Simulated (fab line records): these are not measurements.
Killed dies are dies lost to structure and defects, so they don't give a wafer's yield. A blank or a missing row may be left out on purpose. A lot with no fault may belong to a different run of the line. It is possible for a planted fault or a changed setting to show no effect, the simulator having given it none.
fab line records	flow n5_finfet
[record] lots = 6	wafers = 18	last_day = 16
route steps=1938 shown GATE_CUT@492 PASSIVATION@1936
lots with no fault: from the same line, run without faults
start_h: the number of hours between the record's first day and the start of the first shown wafer of the lot	wait_h: time in hours since the lot's previous step	" the same as in the row above	L1.1+2: a single row standing in for several wafers	- no value present, or no start provided	* or withheld: withheld	< > ~ a bound
route shown NAME@n: NAME is a module with steps in the file, n the number in the route of the first one	usual: mean/standard deviation of fault-free wafers	same: alike in all rows	chamber/n: place in a boat	sites: the reading at each site	_std_site: their standard deviation	_edge_site: inner sites' mean taken away from outer sites' mean	radius_mm: for every site, how far away it sits from the centre of the wafer	mask NAME#n: copy n	behind: the tool/chamber that last shaped the wafer	hold: what put the lot on hold/how long, in hours/how the hold closed	device: the transistor (n, p or np) that didn't switch	end of line: the same wafers' tests at the end of the route	for a step that has no rows: nothing shown but its recipe	killed: count of dies lost to structure and defects at first sort (not the wafer's yield)	map: dies across one wafer; x = killed, . = not, _ = none there
set.NAME: setting as actually run; set.NAME@STEP: the setting as run at that earlier step	model.NAME: the simulator's own value behind a step, which no gauge read
a table for each step, a row for each wafer; lots at some steps of the route
services: the hour from which a tool's chamber was out of use, counted from the record's first day as start_h (under 0 if before that day), plus the number of hours and why
[[steps]]
[step N5_GATE_CUT_ETCH_36]
[recipe] chemistry = CF4	target = SiARC	target_depth_a = 130	mask_material = CAR-EUV	time_s = 21.7	ion_energy_ev = 80	pressure_mtorr = 40	source_w = 545	bias_w = 36	Ar_flow_sccm = 100	cf4_flow_sccm = 100	ends = cleared
[step N5_GATE_CUT_ETCH_37]
[recipe] chemistry = N2/H2	target = SOC	target_depth_a = 600	overetch_a = 120	mask_material = SiARC	temp_c = 40	time_s = 90	ion_energy_ev = 200	pressure_mtorr = 30	source_w = 840	bias_w = 150	n2_flow_sccm = 200	h2_flow_sccm = 200
[step N5_GATE_CUT_STRIP_38]
[recipe] chemistry = N2/H2	temp_c = 40	n2_flow_sccm = 200	h2_flow_sccm = 200	rf_frequency_hz = 6e+07
[step N5_GATE_CUT_STRIP_39]
[recipe] chemistry = N2/H2	temp_c = 40	n2_flow_sccm = 200	h2_flow_sccm = 200	rf_frequency_hz = 6e+07
[step N5_GATE_CUT_HM_OPEN_40]
[recipe] chemistry = C4F6/O2	target = SiO2	mask_material = SiARC	target_depth_a = 1390	time_s = 85.1	ion_energy_ev = 250	pressure_mtorr = 30	source_w = 345	bias_w = 185	Ar_flow_sccm = 300	C4F6_flow_sccm = 10	O2_flow_sccm = 10	ends = cleared
[step N5_GATE_CUT_STRIP_41]
[recipe] chemistry = CF4	resist = SiARC	power_w = 300	bias_power_w = 75	pressure_mtorr = 50	cf4_flow_sccm = 150	rf_frequency_hz = 6e+07
[usual] drypump_motor_current_A = 5.6/0.36	oes_product_au = 0.185/0.021	rf_vpp_V = 271.9/1.2	showerhead_plenum_p_Torr = 1.83/0.039	throttle_valve_pct = 13.49/0.22
lot.wafer	tool	chamber	start_h	wait_h	drypump_motor_current_A	oes_product_au	rf_hours_counter_h	rf_vpp_V	showerhead_plenum_p_Torr	throttle_valve_pct
L352.1	rie_diel-04	3	119.23	0.0	6.1	0.194	93	272.2	1.84	13.27
L352.3	"	2	"	"	6.0	0.158	239	271.7	1.82	13.95
L352.5	"	2	"	"	6.0	0.156	-	271.3	1.82	13.97
L355.2	rie_diel-01	3	138.84	0.0	6.2	0.162	248	269.4	1.75	13.56
L355.3	"	1	"	"	5.7	0.204	46	272.3	1.92	13.60
L355.6	"	2	"	"	5.8	0.203	-	271.3	1.77	13.64
L356.2	rie_diel-05	2	148.50	0.0	5.7	0.226	12	270.7	1.83	13.24
L356.4	"	3	"	"	5.8	0.163	249	272.1	1.86	13.59
L356.5	"	1	"	"	5.6	0.198	-	271.3	1.83	13.35
L361.1	rie_diel-05	0	176.47	0.0	5.0	0.164	213	271.6	1.84	13.51
L361.3	"	1	"	"	5.6	0.201	43	272.5	1.83	13.37
L361.4	"	3	"	"	5.8	0.222	2	272.6	1.86	13.05
L363.2	rie_diel-01	2	186.14	0.0	5.8	0.204	41	270.2	1.77	13.66
L363.4	"	3	"	"	6.2	0.232	6	271.3	1.75	13.03
L363.6	"	2	"	"	5.8	0.201	-	269.7	1.77	13.67
L364.1	rie_diel-04	0	197.46	0.0	5.4	0.171	176	272.3	1.86	13.70
L364.3	"	1	"	"	5.0	0.168	169	272.7	1.84	13.34
L364.6	"	2	"	"	6.0	0.227	-	271.5	1.82	13.41
[step N5_GATE_CUT_STRIP_42]
[recipe] chemistry = O2	power_w = 400	temp_c = 40	pressure_mtorr = 30	rf_frequency_hz = 6e+07	bias_power_w = 0	overash_fraction = 0.3	o2_flow_sccm = 225
[step N5_GATE_CUT_ETCH_19]
[recipe] chemistry = CH3F/O2	target = SiNx	mask_material = SiO2	target_depth_a = 537	time_s = 76.7	pressure_mtorr = 30	source_w = 395	bias_w = 73	Ar_flow_sccm = 150	CH3F_flow_sccm = 30	O2_flow_sccm = 20	ion_energy_ev = 120	ends = cleared
[usual] CH3F_flow_sccm = 30.01/0.085	O2_flow_sccm = 20.00/0.063	drypump_motor_current_A = 5.6/0.36	etch_rf_on_time_s = 77.0/1.9	mfc_ar_sccm = 149.9/0.44	oes_product_au = 0.68/0.076	rf_vpp_V = 297/6.5	showerhead_plenum_p_Torr = 2.05/0.039	throttle_valve_pct = 16.24/0.21
lot.wafer	tool	chamber	start_h	wait_h	CH3F_flow_sccm	O2_flow_sccm	drypump_motor_current_A	etch_rf_on_time_s	mfc_ar_sccm	oes_product_au	rf_hours_counter_h	rf_vpp_V	showerhead_plenum_p_Torr	throttle_valve_pct
L352.1	rie_diel-04	3	119.29	0.0	30.22	20.12	6.1	74.6	150.1	0.72	93	310	2.04	16.01
L352.3	"	2	"	"	30.06	20.00	6.0	75.4	150.1	0.58	239	290	2.04	16.69
L352.5	"	2	"	"	30.19	20.05	6.0	76.6	150.4	0.58	-	294	2.04	16.68
L355.2	rie_diel-01	3	138.90	0.0	30.11	20.07	6.2	80.4	150.2	0.58	248	288	1.98	16.41
L355.3	"	1	"	"	29.95	20.04	5.7	78.2	149.5	0.74	46	303	2.11	16.24
L355.6	"	2	"	"	30.02	19.94	5.8	74.5	149.9	0.79	-	300	1.97	16.45
L356.2	rie_diel-05	2	148.56	0.0	30.13	19.98	5.6	77.1	150.3	0.80	12	308	2.03	15.96
L356.4	"	3	"	"	30.14	19.93	5.8	77.5	150.9	0.60	249	294	2.07	16.31
L356.5	"	1	"	"	29.91	20.03	5.6	78.3	150.1	0.75	-	292	2.06	16.23
L361.1	rie_diel-05	0	176.53	0.0	29.98	20.08	5.0	75.1	151.0	0.61	213	294	2.08	16.34
L361.3	"	1	"	"	30.03	19.98	5.6	77.3	150.2	0.75	43	291	2.06	16.24
L361.4	"	3	"	"	29.96	19.90	5.8	80.6	150.6	0.80	2	293	2.07	15.84
L363.2	rie_diel-01	2	186.20	0.0	30.05	20.08	5.8	75.6	149.8	0.75	41	298	1.96	16.46
L363.4	"	3	"	"	30.06	20.00	6.2	77.5	149.8	0.80	6	287	1.98	16.01
L363.6	"	2	"	"	29.97	20.12	5.8	75.4	150.4	0.75	-	299	1.96	16.46
L364.1	rie_diel-04	0	197.52	0.0	29.98	19.92	5.4	77.7	149.9	0.63	176	296	2.07	16.37
L364.3	"	1	"	"	29.87	19.96	4.9	75.8	150.2	0.63	169	301	2.05	16.05
L364.6	"	2	"	"	30.06	19.99	6.0	75.7	149.5	0.86	-	292	2.04	16.28
[step N5_GATE_CUT_CUT_ETCH_53]
[recipe] chemistry = SF6/Cl2	target = W	mask_material = SiO2	target_depth_a = 792	pressure_mtorr = 8	icp_w = 900	bias_w = 80	SF6_flow_sccm = 40	Cl2_flow_sccm = 60	ends = cleared
[step N5_GATE_CUT_CUT_ETCH_54]
[recipe] chemistry = Cl2/BCl3	target = TiN	mask_material = SiO2	target_depth_a = 967	pressure_mtorr = 10	icp_w = 1000	bias_w = 126	Cl2_flow_sccm = 53.25	bcl3_flow_sccm = 21.75	Ar_flow_sccm = 25	ends = cleared
[usual] bcl3_flow_sccm = 21.75/0.067	bias_w = 125.9/0.39	drypump_motor_current_A = 5.5/0.48	etch_rf_on_time_s = 36.4/0.88	mfc_ar_sccm = 25.00/0.071	oes_product_au = 0.71/0.13	throttle_valve_pct = 22.49/0.21
lot.wafer	tool	chamber	start_h	wait_h	bcl3_flow_sccm	bias_w	drypump_motor_current_A	etch_rf_on_time_s	mfc_ar_sccm	oes_product_au	rf_hours_counter_h	throttle_valve_pct
L352.1	rie_metal-01	1	119.47	0.0	21.70	125.8	5.8	35.7	24.95	0.82	11	22.34
L352.3	"	0	"	"	21.78	126.3	5.6	35.5	24.96	0.54	-	22.64
L352.5	"	0	"	"	21.90	126.4	5.6	35.7	24.93	0.53	-	22.63
L355.2	rie_metal-01	1	139.07	0.0	21.74	126.0	5.8	36.8	24.93	0.80	12	22.33
L355.3	"	0	"	"	21.76	126.2	5.6	36.2	25.00	0.53	-	22.63
L355.6	"	0	"	"	21.83	126.0	5.6	35.9	24.97	0.52	-	22.63
L356.2	rie_metal-02	1	148.73	0.0	21.76	125.8	4.7	35.8	25.01	0.59	97	22.77
L356.4	"	0	"	"	21.85	126.0	5.6	35.9	25.02	0.84	-	22.35
L356.5	"	0	"	"	21.81	126.1	5.6	35.9	25.04	0.84	-	22.34
L361.1	rie_metal-03	1	176.70	0.0	21.76	125.5	6.0	36.7	24.91	0.83	9	22.14
L361.3	"	0	"	"	21.69	125.9	6.0	38.7	25.01	0.62	-	22.63
L361.4	"	1	"	"	21.61	125.4	6.0	36.5	24.86	0.84	-	22.15
L363.2	rie_metal-02	1	186.37	0.0	21.80	126.0	4.7	36.9	25.02	0.59	100	22.78
L363.4	"	0	"	"	21.77	126.2	5.6	36.3	24.97	0.81	-	22.35
L363.6	"	1	"	"	21.77	125.5	4.7	36.7	25.07	0.59	-	22.77
L364.1	rie_metal-02	0	197.68	0.0	21.73	125.7	5.6	36.2	24.97	0.81	6	22.34
L364.3	"	0	"	"	21.77	126.2	5.6	36.2	24.96	0.81	-	22.34
L364.6	"	0	"	"	21.88	126.2	5.6	36.1	24.95	0.82	-	22.34
[step N5_GATE_CUT_CUT_ETCH_55]
[recipe] chemistry = BCl3	target = HfO2	mask_material = SiO2	target_depth_a = 32	ion_energy_ev = 30	pressure_mtorr = 5	icp_w = 450	bias_w = 18	bcl3_flow_sccm = 80
[usual] bcl3_flow_sccm = 80.01/0.27	bias_w = 18.00/0.06	drypump_motor_current_A = 5.5/0.48	oes_product_au = 0.79/0.14	throttle_valve_pct = 33.6/0.6
lot.wafer	tool	chamber	start_h	wait_h	bcl3_flow_sccm	bias_w	drypump_motor_current_A	oes_product_au	rf_hours_counter_h	throttle_valve_pct
L352.1	rie_metal-01	1	119.53	0.0	79.77	18.03	5.9	0.90	11	33.3
L352.3	"	0	"	"	79.82	18.02	5.6	0.58	-	33.2
L352.5	"	0	"	"	79.91	17.87	5.6	0.58	-	33.2
L355.2	rie_metal-01	1	139.13	0.0	79.86	17.96	5.9	0.89	12	33.3
L355.3	"	0	"	"	80.15	17.89	5.6	0.58	-	33.2
L355.6	"	0	"	"	80.09	17.94	5.6	0.58	-	33.2
L356.2	rie_metal-02	1	148.79	0.0	79.63	18.06	4.7	0.67	97	34.3
L356.4	"	0	"	"	79.95	18.04	5.6	0.93	-	33.7
L356.5	"	0	"	"	79.81	17.98	5.6	0.92	-	33.7
L361.1	rie_metal-03	1	176.76	0.0	80.19	18.01	6.0	0.93	9	32.4
L361.3	"	0	"	"	79.53	17.99	6.0	0.71	-	34.0
L361.4	"	1	"	"	79.96	17.96	6.0	0.93	-	32.4
L363.2	rie_metal-02	1	186.43	0.0	80.25	18.09	4.7	0.66	100	34.3
L363.4	"	0	"	"	79.96	18.11	5.6	0.90	-	33.7
L363.6	"	1	"	"	80.11	18.14	4.7	0.65	-	34.3
L364.1	rie_metal-02	0	197.74	0.0	79.81	17.99	5.6	0.90	6	33.7
L364.3	"	0	"	"	79.86	17.93	5.6	0.90	-	33.6
L364.6	"	0	"	"	79.97	17.93	5.6	0.90	-	33.7
[step N5_GATE_CUT_ETCH_47]
[recipe] chemistry = Cl2/BCl3	target = SiO2	target_depth_a = 100	pressure_mtorr = 10	icp_w = 1000	bias_w = 126	Cl2_flow_sccm = 53.25	bcl3_flow_sccm = 21.75	Ar_flow_sccm = 25
[usual] bcl3_flow_sccm = 21.75/0.065	bias_w = 126.0/0.38	drypump_motor_current_A = 5.5/0.48	mfc_ar_sccm = 25.01/0.073	oes_product_au = 0.79/0.14	throttle_valve_pct = 23.02/0.22
lot.wafer	tool	chamber	start_h	wait_h	bcl3_flow_sccm	bias_w	drypump_motor_current_A	mfc_ar_sccm	oes_product_au	rf_hours_counter_h	throttle_valve_pct
L352.1	rie_metal-01	1	119.56	0.0	21.73	126.5	5.9	25.00	0.89	11	22.86
L352.3	"	0	"	"	21.55	125.9	5.6	25.21	0.58	-	23.18
L352.5	"	0	"	"	21.71	126.2	5.6	25.01	0.58	-	23.16
L355.2	rie_metal-01	1	139.16	0.0	21.68	126.0	5.8	25.08	0.88	13	22.86
L355.3	"	0	"	"	21.76	125.5	5.6	25.09	0.58	-	23.17
L355.6	"	0	"	"	21.71	126.3	5.6	25.01	0.57	-	23.16
L356.2	rie_metal-02	1	148.82	0.0	21.72	125.9	4.7	25.00	0.66	97	23.31
L356.4	"	0	"	"	21.76	125.8	5.6	24.93	0.93	-	22.89
L356.5	"	0	"	"	21.70	125.7	5.6	25.00	0.93	-	22.89
L361.1	rie_metal-03	1	176.79	0.0	21.74	126.0	6.0	25.03	0.93	9	22.68
L361.3	"	0	"	"	21.69	125.7	6.1	25.13	0.70	-	23.15
L361.4	"	1	"	"	21.81	125.3	6.0	25.01	0.93	-	22.66
L363.2	rie_metal-02	1	186.46	0.0	21.68	125.7	4.7	25.03	0.66	100	23.33
L363.4	"	0	"	"	21.80	125.8	5.6	25.01	0.90	-	22.87
L363.6	"	1	"	"	21.61	126.1	4.7	24.99	0.65	-	23.31
L364.1	rie_metal-02	0	197.77	0.0	21.70	125.9	5.5	25.05	0.91	6	22.89
L364.3	"	0	"	"	21.80	126.1	5.5	25.08	0.89	-	22.87
L364.6	"	0	"	"	21.74	126.0	5.5	24.85	0.89	-	22.86
[step N5_GATE_CUT_VAPOR_ETCH_48]
[recipe] chemistry = BCl3/Cl2	target = TiN	mode = isotropic
[usual] drypump_motor_current_A = 5.5/0.48	he_backside_leak_sccm = 3.44/0.28	oes_product_au = 0.79/0.14
lot.wafer	tool	chamber	start_h	wait_h	drypump_motor_current_A	he_backside_leak_sccm	oes_product_au
L352.1	rie_metal-01	1	119.59	0.0	5.9	3.59	0.90
L352.3	"	0	"	"	5.6	3.31	0.58
L352.5	"	0	"	"	5.6	3.43	0.58
L355.2	rie_metal-01	1	139.19	0.0	-	-	-
L355.3	"	0	"	"	-	-	-
L355.6	"	0	"	"	-	-	-
L356.2	rie_metal-02	1	148.85	0.0	-	-	-
L356.4	"	0	"	"	-	-	-
L356.5	"	0	"	"	-	-	-
L361.1	rie_metal-03	1	176.82	0.0	6.0	3.54	0.94
L361.3	"	0	"	"	6.0	3.20	0.70
L361.4	"	1	"	"	6.0	3.33	0.95
L363.2	rie_metal-02	1	186.49	0.0	4.7	3.68	0.65
L363.4	"	0	"	"	5.6	3.38	0.90
L363.6	"	1	"	"	4.7	3.56	0.65
L364.1	rie_metal-02	0	197.80	0.0	5.6	3.33	0.90
L364.3	"	0	"	"	5.6	3.43	0.91
L364.6	"	0	"	"	5.6	3.49	0.90
[step N5_GATE_CUT_VAPOR_ETCH_49]
[recipe] chemistry = BCl3/Cl2	target = TiAlC	mode = isotropic
[step N5_PASSIVATION_PROBE_49]
[usual] killed_at_M0_to_M3 = 34/8.9	killed_at_M4_up = 13/4.6	killed_at_contacts = 12/5.5	killed_at_front_end = 41/11	killed_at_other = 3.1/2.9	killed_dies = 102/16	killed_on_rim = 13/4.2	killed_open = 66/11	killed_short = 34/7.6
[same] gross_dies = 1180	killed_at_back_side = 0
lot.wafer	tool	chamber	start_h	wait_h	killed_at_M0_to_M3	killed_at_M4_up	killed_at_contacts	killed_at_front_end	killed_at_other	killed_dies	killed_on_rim	killed_open	killed_short
L352.1	prober-01	-	297.23	0.0	25	14	4	44	7	94	9	57	35
L352.3	prober-01	-	297.33	0.1	32	13	12	40	3	100	12	64	35
L352.5	prober-01	-	297.43	0.2	28	18	15	41	1	103	12	62	39
L355.2	prober-02	-	332.74	0.1	44	14	5	39	8	110	16	79	30
L355.3	prober-02	-	332.79	0.1	34	10	14	49	3	110	12	72	37
L355.6	prober-02	-	332.94	0.3	41	10	6	41	8	106	12	69	37
// killed by level:class
L352.1 GATE_CUT:geometric_particle:open=10 GATE_CUT:geometric_particle:short=9 BEOL_M4:geometric_particle:open=6 FIN_SAQP:geometric_particle:short=5 STI_FIN_REVEAL:geometric_particle:open=5 BEOL_M0_SAQP:geometric_particle:open=5 BEOL_M3:geometric_particle:open=5 FIN_SAQP:geometric_particle:open=4
L352.3 STI_FIN_REVEAL:geometric_particle:open=12 BEOL_M0_SAQP:geometric_particle:open=10 MOL_CONTACT_COAG:geometric_particle:open=9 BEOL_M0_SAQP:geometric_particle:short=9 STI_FIN_REVEAL:geometric_particle:short=6 BEOL_M2:geometric_particle:open=5 FIN_SAQP:geometric_particle:short=4 GATE_CUT:geometric_particle:short=4
L352.5 MOL_CONTACT_COAG:geometric_particle:open=12 STI_FIN_REVEAL:geometric_particle:open=11 BEOL_M0_SAQP:geometric_particle:open=10 GATE_CUT:geometric_particle:short=9 BEOL_M4:geometric_particle:open=9 BEOL_M0_SAQP:geometric_particle:short=8 FIN_SAQP:geometric_particle:open=6 FIN_SAQP:geometric_particle:short=6
L355.2 BEOL_M3:geometric_particle:open=15 FIN_SAQP:geometric_particle:open=13 STI_FIN_REVEAL:geometric_particle:open=9 BEOL_M3:geometric_particle:short=8 BEOL_M1:geometric_particle:open=6 BEOL_M4:geometric_particle:open=6 BEOL_M0_SAQP:geometric_particle:short=5 BEOL_M2:geometric_particle:open=5
L355.3 FIN_SAQP:geometric_particle:open=17 MOL_CONTACT_COAG:geometric_particle:open=10 FIN_SAQP:geometric_particle:short=9 STI_FIN_REVEAL:geometric_particle:open=9 BEOL_M1:geometric_particle:open=9 BEOL_M3:geometric_particle:open=8 BEOL_M0_SAQP:geometric_particle:open=6 BEOL_M4:geometric_particle:open=5
L355.6 STI_FIN_REVEAL:geometric_particle:open=13 BEOL_M3:geometric_particle:open=10 BEOL_M0_SAQP:geometric_particle:short=8 BEOL_M1:geometric_particle:open=7 BEOL_M4:geometric_particle:open=6 FIN_SAQP:geometric_particle:open=5 MOL_CONTACT_COAG:geometric_particle:open=5 BEOL_M0_SAQP:geometric_particle:open=5
[[services]]
tool	chamber	start_h	hours	kind
rie_diel-05	2	97.64	-	clean
rie_diel-05	2	97.64	-	consumable_replace:focus_ring
rie_diel-05	2	97.64	18.7	scheduled_down
rie_diel-05	2	97.64	18.7	vent_cycle
rie_diel-01	-	100.88	0.9	repair
rie_metal-02	0	101.59	-	clean
rie_metal-02	0	101.59	17.6	scheduled_down
rie_metal-02	0	101.59	17.6	vent_cycle
rie_diel-04	0	135.51	2.6	repair
rie_diel-04	2	137.67	9.0	repair
rie_diel-01	3	146.17	-	clean
rie_diel-01	3	146.17	-	consumable_replace:focus_ring
rie_diel-01	3	146.17	16.4	scheduled_down
rie_diel-01	3	146.17	16.4	vent_cycle
rie_metal-03	-	149.00	0.4	repair
rie_diel-05	3	154.00	3.5	repair
rie_diel-04	-	156.29	1.1	repair
rie_diel-05	3	157.53	-	clean
rie_diel-05	3	157.53	-	consumable_replace:focus_ring
rie_diel-05	3	157.53	14.8	scheduled_down
rie_metal-01	0	159.85	-	clean
rie_metal-01	0	159.85	12.2	scheduled_down
rie_metal-01	0	159.85	12.2	vent_cycle
rie_diel-04	1	173.36	6.0	repair
[[key]]
[first_sign] step = N5_GATE_CUT_VAPOR_ETCH_48	reading = tool_record	direction = missing
effect none on later readings
met_at N5_GATE_CUT_VAPOR_ETCH_48
struck_wafers L355.2,L355.3,L355.6,L356.2,L356.4,L356.5
tester_left_out L355,L356
onset_between 119.59 139.19
[fault] kind = skipped_step_whole	tool = rie_metal-01,rie_metal-02	chamber = -	onset_h = 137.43	steps = N5_GATE_CUT_VAPOR_ETCH_48	scope = struck_lots_only
// tester_left_out: of these lots the tester's yield and bins aren't shown, on N5 and GAA mostly nor the transistor test; their killed dies are dies lost to structure and defects alone, not to doping, threshold or leakage, so they don't give the yield
